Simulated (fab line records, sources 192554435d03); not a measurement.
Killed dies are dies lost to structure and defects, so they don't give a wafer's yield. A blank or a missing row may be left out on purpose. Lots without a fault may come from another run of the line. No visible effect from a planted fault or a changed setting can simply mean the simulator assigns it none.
Problem report in the 8D (eight disciplines) form, filled by code	flow n5-finfet	the parts of the form that need people (team, actions taken, sign-off) are left out

1. PROBLEM STATEMENT
run-length-s at N5_BEOL_M5_CVD_47 reads a mean of 97.9 s on 2 wafers of 2 lots; wafers without a fault read 239.3 s with a standard deviation of 0.44. That is -99 or more standard deviations from the usual mean.
The step: deposits Co from CCTBA/H2, target thk 3 nm, time 216 s.
First seen on wafer L515.4, day 9 20:26, on cvd-co-02. The record has a number at this step for 36 wafers belonging to 12 lots. By rule, "out" or "out of limits" means more than 4 standard deviations away from the usual mean. The other wafers with a number count as sound.

2. WHAT THIS IS AND IS NOT
question	is	is not
which readings at this step	run-length-s	-
which lots	L515, L519	L510, L511, L512, L523, L524, L525, L527, L528, L530, L531
which wafers of those lots	L515.4, L519.4	L515.3, L515.5, L519.2, L519.5
read on which tools	cvd-co-02	cvd-co-01
when	from day 9 20:26	up to then (11 sound wafers); but 23 sound wafers of L519, L523, L524, L525, L527, L528, L530, L531 came after

3. WHAT RULES OUT EACH SUSPECT
Counting: any tool at a process step up to the reading remains a suspect provided it ran every lot that is out. Sound lots after the first of them don't rule it out here, since some wafers of a struck lot are sound.
- cvd-co-02 at N5_BEOL_M5_CVD_47 (deposits Co from CCTBA/H2, target thk 3 nm, time 216 s): kept. It ran every lot that is out, first L515 (day 9 20:26); its last sound lot up to then is L510 (day 8 19:42). On those wafers its own readings are out: run-length-s.
After counting, what remains is cvd-co-02 at N5_BEOL_M5_CVD_47.

4. THE CAUSE (what the simulator had put in)
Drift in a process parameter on cvd-co-02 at N5_BEOL_M5_CVD_47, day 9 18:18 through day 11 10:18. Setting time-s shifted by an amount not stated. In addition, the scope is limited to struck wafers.
Counting left only this tool.

5. SEQUENCE OF EFFECTS, ordered by route
Rows list readings where the struck wafers' mean (over those with a number) sits beyond 3 standard deviations from the usual. Only readings for which the record gives a usual standard deviation are gone through. hours: the time from each lot's start at the first step in this table that gives one to its start at this step, as a median over the lots. sigmas: the change in usual standard deviations.
hours	step	reading	usual	on struck wafers	change	sigmas
0	N5_BEOL_M5_CVD_47	run-length-s	239.3 s	97.9	-141.4	-99 or more
106	N5_PASSIVATION_PROBE_49	killed_at_M4_up	14	35	+21	+3.9
Its process steps:
- N5_BEOL_M5_CVD_47: deposits Co from CCTBA/H2, target thk 3 nm, time 216 s.
- N5_PASSIVATION_PROBE_49

6. WHAT WOULD HAVE CAUGHT IT SOONER
First out-of-limits reading in this record: day 9 20:26, which is 2 hours after fault onset at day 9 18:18.
